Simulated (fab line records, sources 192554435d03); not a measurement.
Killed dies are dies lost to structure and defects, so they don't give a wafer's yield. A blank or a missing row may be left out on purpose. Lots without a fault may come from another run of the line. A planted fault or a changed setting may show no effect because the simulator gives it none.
Chamber matching | flow n5_finfet | N5_STI_FIN_REVEAL_ALD_14 on ald_sin-03: 4 sister chambers
The step deposits Si3N4, target thk 3 nm. 18 wafers are shown with their chamber, then 9 later ones without.

WAFERS WITH THEIR CHAMBER
wafer  | chamber | heater_power_w (W)
L078.1 | 1       | 781
L078.2 | 2       | 725
L078.4 | 0       | 851
L080.2 | 2       | 744
L080.4 | 1       | 764
L080.5 | 1       | 799
L083.3 | 1       | 787
L083.4 | 1       | 759
L083.5 | 2       | 728
L084.4 | 2       | 739
L084.5 | 0       | 872
L084.6 | 1       | 801
L087.1 | 0       | 874
L087.3 | 2       | 732
L087.4 | 3       | 869
L088.2 | 3       | 887
L088.3 | 1       | 792
L088.6 | 3       | 872

SIGNATURES (means of the wafers above)
reading        | chamber 0 | chamber 1 | chamber 2 | chamber 3 | scatter within a chamber
heater_power_w | 865.67    | 783.29    | 733.60    | 876.00    | 13
Rule: a wafer's distance from a chamber is the root of the sum, over the readings, of the square of ((its reading less the chamber's mean) divided by the reading's scatter). The wafer belongs to the nearest chamber; if the next one is less than 2 further off, it can't be placed. The scatter: the root of (the sum of the squares of (reading less its chamber's mean) over the shown wafers, divided by (wafers less chambers)).

WAFERS WITHOUT THEIR CHAMBER
wafer  | heater_power_w (W)
L089.1 | 842
L089.2 | 746
L089.4 | 781
L092.3 | 783
L092.4 | 891
L092.5 | 855
L093.1 | 749
L093.4 | 876
L093.6 | 766

WHICH CHAMBER EACH WENT THROUGH
wafer  | from the rows above     | in truth
L089.1 | can't be placed: 0 or 3 | 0
L089.2 | can't be placed: 2 or 1 | 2
L089.4 | 1                       | 1
L092.3 | 1                       | 1
L092.4 | can't be placed: 3 or 0 | 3
L092.5 | can't be placed: 0 or 3 | 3
L093.1 | can't be placed: 2 or 1 | 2
L093.4 | can't be placed: 3 or 0 | 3
L093.6 | can't be placed: 1 or 2 | 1
Placed correctly: 2 of 9. Can't be placed from these rows: 7 (the true chamber is among the candidates in 7). Placed wrongly: 0.
